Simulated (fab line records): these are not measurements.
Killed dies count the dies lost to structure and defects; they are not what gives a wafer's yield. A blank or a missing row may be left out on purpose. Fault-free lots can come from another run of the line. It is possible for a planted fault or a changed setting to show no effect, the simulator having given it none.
Which tool was responsible? + flow n5-finfet + Sampling: 10 lots, 28 wafers, 5 of 1938 route steps

## WHAT EACH GAUGE READ, for each wafer
N5_SDB_CD_MEAS_11 targets a cd of 50 nm. Usual: 50.3 nm for cd-nm, sd 1.1.
| lot  | measured    | on        | cd-nm (nm)     | flag |
|------|-------------|-----------|----------------|------|
| L758 | day 4 00:06 | cd-sem-03 | 47.9 48.3      |      |
| L760 | day 4 10:30 | cd-sem-01 | 50.9 47.9 49.9 |      |
| L761 | day 4 21:51 | cd-sem-01 | 51.3 51.9 52.1 |      |
| L764 | day 5 16:38 | cd-sem-03 | 50.2 50.4 51.1 |      |
| L765 | day 5 21:19 | cd-sem-03 | 49.8 50.4 49.1 |      |
| L766 | day 5 23:49 | cd-sem-03 | 50.6 51.3 49.9 |      |
| L768 | day 6 12:25 | cd-sem-03 | 50.2 49.5 50.9 |      |
| L771 | day 7 06:17 | cd-sem-02 | 52.5 51.9 52.1 |      |
| L776 | day 8 14:29 | cd-sem-02 | 50.7 51.5      |      |
| L777 | day 8 19:04 | cd-sem-02 | 51.4 51.1 52.0 |      |

N5_BEOL_M4_RC_MEAS_101. Usual: DIBL_N 36.0 mV/V, standard deviation 1.6; DIBL_P 36.1 mV/V, standard deviation 2; IOFF_N 0.160 nA/um, standard deviation 0.029; IOFF_P 0.21 nA/um, standard deviation 0.039; ION_N 675 uA/um, standard deviation 13; ION_P 464 uA/um, standard deviation 8.8; SS_N 71.5 mV/dec, standard deviation 0.58; SS_P 73.3 mV/dec, standard deviation 0.65; VT_N 250 mV, standard deviation 3.3; VT_P -249 mV, standard deviation 3.6.
| lot  | measured     | on        | DIBL_N (mV/V)  | DIBL_P (mV/V)  | IOFF_N (nA/um)    | IOFF_P (nA/um) | ION_N (uA/um) | ION_P (uA/um) | SS_N (mV/dec)  | SS_P (mV/dec)  | VT_N (mV)   | VT_P (mV)      | flag |
|------|--------------|-----------|----------------|----------------|-------------------|----------------|---------------|---------------|----------------|----------------|-------------|----------------|------|
| L758 | day 8 01:37  | prober-01 | 37.5 36.0      | 36.4 34.5      | 0.174 0.149       | 0.24 0.21      | 666 667       | 460 460       | 71.8 71.1      | 74.0 72.7      | 251 251     | -248 -250      |      |
| L760 | day 8 18:49  | prober-02 | 34.2 36.3 33.9 | 34.1 36.7 33.6 | 0.121 0.150 0.110 | 0.15 0.18 0.14 | 653 673 649   | 451 456 448   | 71.7 72.6 71.4 | 72.7 74.0 72.3 | 254 252 255 | -259 -255 -259 |      |
| L761 | day 8 23:21  | prober-02 | 33.7 32.2 35.7 | 35.3 33.5 37.8 | 0.146 0.118 0.175 | 0.19 0.17 0.23 | 678 675 678   | 463 466 463   | 71.2 70.8 70.7 | 73.1 72.7 73.7 | 250 253 247 | -252 -250 -249 |      |
| L764 | day 9 17:04  | prober-02 | 38.5 37.1 36.1 | 37.3 36.6 35.6 | 0.190 0.154 0.140 | 0.25 0.24 0.23 | 671 660 665   | 466 461 467   | 72.3 72.0 71.3 | 74.0 73.3 73.6 | 248 250 250 | -244 -245 -242 |      |
| L765 | day 10 03:58 | prober-01 | 37.1 34.3 34.3 | 36.8 35.2 34.8 | 0.180 0.130 0.132 | 0.20 0.18 0.18 | 669 658 672   | 454 452 462   | 71.5 71.1 71.1 | 73.3 72.9 73.6 | 251 256 251 | -251 -250 -252 |      |
| L766 | day 10 04:10 | prober-02 | 35.8 37.9 38.2 | 35.5 37.8 37.7 | 0.150 0.186 0.192 | 0.20 0.24 0.24 | 677 688 688   | 467 472 466   | 71.9 72.2 71.8 | 73.4 73.6 73.8 | 249 245 245 | -253 -248 -248 |      |
| L768 | day 10 20:14 | prober-01 | 38.9 38.3 37.0 | 40.7 39.9 38.5 | 0.232 0.210 0.171 | 0.32 0.31 0.26 | 697 696 671   | 482 487 474   | 72.8 71.8 72.0 | 74.6 74.6 73.7 | 244 245 252 | -243 -243 -245 |      |
| L771 | day 11 04:11 | prober-02 | 34.7 35.0 34.6 | 34.2 33.5 34.1 | 0.134 0.135 0.135 | 0.21 0.19 0.20 | 668 665 664   | 469 457 463   | 71.9 71.2 70.7 | 72.6 72.5 72.9 | 251 252 251 | -248 -252 -251 |      |
| L776 | day 13 09:56 | prober-01 | 34.8 36.2      | 34.0 35.5      | 0.146 0.154       | 0.17 0.20      | 687 681       | 463 469       | 70.9 71.5      | 72.3 73.7      | 247 248     | -252 -250      |      |
| L777 | day 13 13:07 | prober-02 | 35.4 36.8 38.6 | 35.1 36.5 39.2 | 0.146 0.159 0.210 | 0.20 0.22 0.27 | 695 675 706   | 478 466 479   | 71.2 71.7 72.0 | 72.2 73.2 74.0 | 249 251 247 | -251 -248 -247 |      |

## WHAT TOOL EACH LOT RAN ON (gives the tool, then ch and the chambers of the sampled wafers, and finally the start)
| lot  | N5_ILD0_CMP_03               | N5_SDB_DESCUM_16                  | N5_SDB_ALD_29                    |
|------|------------------------------|-----------------------------------|----------------------------------|
| L758 | cmp-03 ch 1, day 3 19:47     | rie-diel-04 ch 0,2, day 4 00:11   | ald-sin-04 ch 0,2, day 4 01:05   |
| L760 | cmp-03 ch 0,2,3, day 4 06:10 | rie-diel-03 ch 0,1,3, day 4 10:35 | ald-sin-02 ch 0,1,2, day 4 11:26 |
| L761 | cmp-02 ch 0,1,3, day 4 17:21 | rie-diel-06 ch 1,2,3, day 4 21:56 | ald-sin-04 ch 2,3, day 4 22:50   |
| L764 | cmp-02 ch 0,2,3, day 5 12:20 | rie-diel-04 ch 0,1,2, day 5 17:10 | ald-sin-02 ch 0,1,2, day 5 17:58 |
| L765 | cmp-03 ch 0,1,2, day 5 17:11 | rie-diel-04 ch 0,1,2, day 5 21:30 | ald-sin-03 ch 0,3, day 5 22:18   |
| L766 | cmp-01 ch 0,2,3, day 5 19:41 | rie-diel-03 ch 0,1, day 5 23:54   | ald-sin-02 ch 0,3, day 6 00:42   |
| L768 | cmp-01 ch 0,1,2, day 6 08:04 | rie-diel-03 ch 0,2,3, day 6 12:30 | ald-sin-04 ch 1,2,3, day 6 13:23 |
| L771 | cmp-02 ch 1,2,3, day 7 02:04 | rie-diel-06 ch 0,2, day 7 06:23   | ald-sin-02 ch 0,1,2, day 7 07:10 |
| L776 | cmp-02 ch 0,3, day 8 10:19   | rie-diel-06 ch 1,3, day 8 14:35   | ald-sin-04 ch 1,3, day 8 15:22   |
| L777 | cmp-01 ch 1,2, day 8 14:50   | rie-diel-03 ch 0,1,2, day 8 19:14 | ald-sin-04 ch 0,1, day 8 20:02   |
- N5_ILD0_CMP_03: polishes, stops on SiNx, t overpolish 1.9 s, target thk 197.38 nm.
- N5_SDB_DESCUM_16: chemistry O2, time 7.9 s.
- N5_SDB_ALD_29: deposits SiNx, target thk 30 nm, pulse time 1 s, ald cycles 600.

## AS READ BY THE TOOLS THEMSELVES (means over the sampled wafers that have a number; for cases with no such wafer, the mark the record gives instead)
N5_ILD0_CMP_03. Usual: motor-current-A 12.5 A, standard deviation 1.2; overpolish-run-s 1.900 s, standard deviation 0.0096; pad-life-wafers 1002, standard deviation 580; retaining-ring-pressure-frac 1.000, standard deviation 0.0056; slurry-filter-dp-kPa 13.50 kPa, standard deviation 0.15; time-to-endpoint-s 70 s, standard deviation 4.8.
| lot  | tool   | motor-current-A (A) | overpolish-run-s (s) | pad-life-wafers | retaining-ring-pressure-frac | slurry-filter-dp-kPa (kPa) | time-to-endpoint-s (s) | flag |
|------|--------|---------------------|----------------------|-----------------|------------------------------|----------------------------|------------------------|------|
| L758 | cmp-03 | 11.9                | 1.898                | 307             | 0.998                        | 13.51                      | 70                     |      |
| L760 | cmp-03 | 13.5                | 1.903                | 355             | 0.999                        | 13.66                      | 66                     |      |
| L761 | cmp-02 | 12.4                | 1.902                | 1766            | 1.000                        | 13.56                      | 71                     |      |
| L764 | cmp-02 | 11.9                | 1.904                | 1898            | 0.999                        | 13.49                      | 68                     |      |
| L765 | cmp-03 | 13.1                | 1.892                | 632             | 1.000                        | 13.53                      | 67                     |      |
| L766 | cmp-01 | 11.8                | 1.901                | 1167            | 1.001                        | 13.50                      | 74                     |      |
| L768 | cmp-01 | 11.8                | 1.899                | 1274            | 0.995                        | 13.59                      | 77                     |      |
| L771 | cmp-02 | 12.2                | 1.904                | 57              | 1.002                        | 13.34                      | 62                     |      |
| L776 | cmp-02 | 11.6                | 1.903                | 344             | 1.000                        | 13.55                      | 63                     |      |
| L777 | cmp-01 | 11.9                | 1.895                | 1682            | 1.007                        | 13.47                      | 67                     |      |

N5_SDB_DESCUM_16. Usual: bias-power-w 20.00 W, standard deviation 0.057; drypump-motor-current-A 5.7 A, standard deviation 0.64; oes-product-au 0.84 a.u., standard deviation 0.1; rf-vpp-V 242.6 V, standard deviation 1.3; showerhead-plenum-p-Torr 2.06 Torr, standard deviation 0.069; throttle-valve-pct 20.43 %, standard deviation 0.21.
| lot  | tool        | bias-power-w (W) | drypump-motor-current-A (A) | oes-product-au (a.u.) | rf-vpp-V (V) | showerhead-plenum-p-Torr (Torr) | throttle-valve-pct (%) | flag |
|------|-------------|------------------|-----------------------------|-----------------------|--------------|---------------------------------|------------------------|------|
| L758 | rie-diel-04 | 20.04            | 5.7                         | 0.75                  | 242.1        | 2.04                            | 20.39                  |      |
| L760 | rie-diel-03 | 20.00            | 6.0                         | 0.80                  | 242.7        | 2.04                            | 20.57                  |      |
| L761 | rie-diel-06 | 19.93            | 5.6                         | 0.77                  | 242.4        | 2.03                            | 20.55                  |      |
| L764 | rie-diel-04 | 20.03            | 5.8                         | 0.79                  | 242.4        | 2.04                            | 20.39                  |      |
| L765 | rie-diel-04 | 20.00            | 5.8                         | 0.79                  | 242.2        | 2.04                            | 20.39                  |      |
| L766 | rie-diel-03 | 20.01            | 6.1                         | 0.78                  | 242.0        | 2.04                            | 20.60                  |      |
| L768 | rie-diel-03 | 19.96            | 5.5                         | 0.96                  | 244.1        | 2.15                            | 20.25                  |      |
| L771 | rie-diel-06 | 20.03            | 5.3                         | 0.82                  | 241.9        | 2.01                            | 20.42                  |      |
| L776 | rie-diel-06 | 20.02            | 5.8                         | 0.90                  | 243.1        | 2.04                            | 20.43                  |      |
| L777 | rie-diel-03 | 19.99            | 5.4                         | 0.81                  | 242.6        | 2.06                            | 20.47                  |      |

N5_SDB_ALD_29. Usual: heater-power-w 822 W, standard deviation 84; precursor-pulse-height-rel 1.003, standard deviation 0.02.
| lot  | tool       | heater-power-w (W) | precursor-pulse-height-rel | flag |
|------|------------|--------------------|----------------------------|------|
| L758 | ald-sin-04 | 762                | 1.022                      |      |
| L760 | ald-sin-02 | 777                | 1.002                      |      |
| L761 | ald-sin-04 | 902                | 0.993                      |      |
| L764 | ald-sin-02 | 786                | 1.009                      |      |
| L765 | ald-sin-03 | 745                | 0.997                      |      |
| L766 | ald-sin-02 | 737                | 0.995                      |      |
| L768 | ald-sin-04 | 900                | 1.014                      |      |
| L771 | ald-sin-02 | 796                | 0.995                      |      |
| L776 | ald-sin-04 | 926                | 1.012                      |      |
| L777 | ald-sin-04 | 824                | 1.007                      |      |

## THE ANSWER, worked out from the rows above alone
Rule: a lot is off if the mean of its wafers that have a number lies more than 3 standard deviations from the usual mean. Also off: a lot with no number at a reading for which 4 or more lots have one. Any other lot the step has rows for is counted as sound. After the gauges, taken in route order, come the tools' own readings; for these a lot's mean is taken, as printed above. The first step at which some lot is off is used, and at that step the reading that is off furthest; a lot without a number counts as furthest.
No lot is off on any of the readings shown, so nothing can be concluded from this.

## WHAT HAD BEEN PUT IN BY THE SIMULATOR
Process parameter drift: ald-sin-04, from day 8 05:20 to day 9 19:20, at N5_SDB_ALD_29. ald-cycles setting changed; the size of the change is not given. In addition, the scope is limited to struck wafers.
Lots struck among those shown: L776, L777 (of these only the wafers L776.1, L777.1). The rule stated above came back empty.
